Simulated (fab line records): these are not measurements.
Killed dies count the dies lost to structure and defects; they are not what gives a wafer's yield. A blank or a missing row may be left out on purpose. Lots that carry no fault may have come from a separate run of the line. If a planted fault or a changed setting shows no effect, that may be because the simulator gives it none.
Comparing a struck lot with a sound one + flow n5Finfet + 37 steps out of a route of 1938
Sound: the wafers L987.2, L987.4, L987.6. Wafers L996.2, L996.4, L996.6 were the ones struck. At the end, the cause is stated.
At each step with rows: each side's tool, then ch and its chambers, then its first start. Under that, the readings that differ: sound wafers + struck wafers + difference of the means + sigmas: that difference in standard deviations of wafers without a fault.
alike: words and numbers the same on both sides, and readings whose means are apart by under 2 such deviations; not compared: readings that were withheld, readings missing a value for some wafer, numbers with overlapping values and no deviation given by the record, and bounds like >300 which may hide the same value.
Wherever a step has rows on one side only, a row that says differs or no value, or a row with sigmas, the two part there. Numbers that don't overlap but have no deviation are shown without sigmas and don't part them. Lack of a reading on every wafer of one side parts them only where that side has two or more wafers.

first, 9 steps without rows for these wafers: N5_STI_FIN_REVEAL_PRECLEAN_18 (cleans in SC2, time 45 s); N5_STI_FIN_REVEAL_SRD_28 (time 30 s); N5_DUMMY_GATE_PRECLEAN_00 (cleans in O3/DIW, time 60 s); N5_DUMMY_GATE_SRD_01 (time 30 s); N5_DUMMY_GATE_ALD_02 (deposits SiO2, target thk 2 nm, pulse time 1 s); N5_DUMMY_GATE_CVD_03 (deposits a-Si from SiH4, target thk 150 nm, time 8042 s); N5_DUMMY_GATE_PRECLEAN_46 (cleans in DIW, time 89.5 s); N5_DUMMY_GATE_SRD_47 (dry time 32 s); N5_DUMMY_GATE_CMP_04 (polishes a-Si).
N5_DUMMY_GATE_HM_DEP_06: deposits SiNx from DCS/NH3, target thk 80 nm, time 5141 s.
  sound on lpcvd-01 ch 1/104,1/114,1/95, day 4 03:08; struck on lpcvd-01 ch 1/70,1/79,1/89, day 6 07:04
| reading                                       | sound        | struck       | difference | sigmas |
|-----------------------------------------------|--------------|--------------|------------|--------|
| model.SiNx_of_DUMMY_GATE_HM_DEP_06.thkNm (nm) | 81.2 80.6 81 | 63.4 63.4 63 | -17.7      |        |
then, 24 steps without rows for these wafers: N5_DUMMY_GATE_PECVD_30 (deposits SiO2 from TEOS/O2, target thk 55 nm, time 10.8 s); N5_DUMMY_GATE_COAT_34 (time 60 s, resist thk 60 nm); N5_DUMMY_GATE_COAT_35 (time 60 s, resist thk 10 nm); N5_DUMMY_GATE_COAT_28 (time 60 s, resist thk 10 nm); N5_DUMMY_GATE_COAT_09 (resist thk 30 nm); N5_DUMMY_GATE_EBR_11; N5_DUMMY_GATE_SOFTBAKE_10 (time 60 s); N5_DUMMY_GATE_EXPOSE_12 (exposes mask GATE, target cd 25 nm); N5_DUMMY_GATE_PEB_13 (peb time 60 s); N5_DUMMY_GATE_DEVELOP_14 (develop time 30 s); N5_DUMMY_GATE_DESCUM_20 (chemistry O2, time 6.2 s); N5_DUMMY_GATE_ETCH_29 (etches underlayer in N2/H2, target depth 13 nm); N5_DUMMY_GATE_ETCH_36 (etches SiARC in CF4, target depth 13 nm); N5_DUMMY_GATE_ETCH_37 (etches SOC in N2/H2, target depth 60 nm, overetch 30 nm); N5_DUMMY_GATE_STRIP_38 (strips in N2/H2); N5_DUMMY_GATE_STRIP_39 (strips in N2/H2); N5_DUMMY_GATE_TRIM_49 (chemistry O2, time 29 s, target cd 14 nm); N5_DUMMY_GATE_STRIP_40 (strips in CF4); N5_DUMMY_GATE_ETCH_31 (etches SiO2 in C4F6/O2, target depth 82.5 nm, time 27.5 s); N5_DUMMY_GATE_STRIP_41 (strips in O2); N5_DUMMY_GATE_HM_OPEN_21 (chemistry CH3F/O2, target SiNx, target depth 120 nm, time 171.4 s); N5_DUMMY_GATE_ETCH_32 (etches SiO2 in CF4, target depth 3.5 nm, time 3.9 s); N5_DUMMY_GATE_ETCH_23 (etches poly-Si in HBr/Cl2/O2, target depth 41 nm, time 22.3 s); N5_DUMMY_GATE_ETCH_44 (etches poly-Si in HBr/O2, stops on SiO2, target depth 127.5 nm).
N5_ILD0_CMP_03: polishes, stops on SiNx, t overpolish 1.9 s, target thk 197.38 nm.
  sound on cmp-02 ch 0,1,3, day 4 23:24; struck on cmp-01 ch 1,2, day 7 05:29
| reading                                       | sound      | struck       | difference | sigmas |
|-----------------------------------------------|------------|--------------|------------|--------|
| model.SiNx_of_DUMMY_GATE_HM_DEP_06.thkNm (nm) | 78 77.6 78 | 60.4 60.4 60 | -17.6      |        |
  alike: motorCurrentA, overpolishRunS, retainingRingPressureFrac, timeToEndpointS
-- the record jumps here: 4 days lie between the struck wafers' starts before and after (it left off in module ILD0 and takes up again in module BEOL_M4, whose first step shown is number 1111 of the route) --
N5_BEOL_M4_RC_MEAS_101:
  sound on prober-02 ch 0, day 9 07:52; struck on prober-02 ch 0, day 11 14:23
| reading       | sound          | struck         | difference | sigmas |
|---------------|----------------|----------------|------------|--------|
| DIBL_P (mV/V) | 30.0 35.8 31.9 | 36.1 39.5 36.3 | +4.7       | +2     |
| SS_P (mV/dec) | 71.4 72.9 72.5 | 73.5 74.5 73.1 | +1.4       | +2     |
  alike: DIBL_N, IOFF_N, IOFF_P, ION_N, ION_P, SS_N, VT_N, VT_P
after that, 1 step had no rows for these wafers: N5_PASSIVATION_PROBE_49.

WHERE THEY PART
Only at N5_BEOL_M4_RC_MEAS_101, within this record.

WHY: the cause the simulator had injected
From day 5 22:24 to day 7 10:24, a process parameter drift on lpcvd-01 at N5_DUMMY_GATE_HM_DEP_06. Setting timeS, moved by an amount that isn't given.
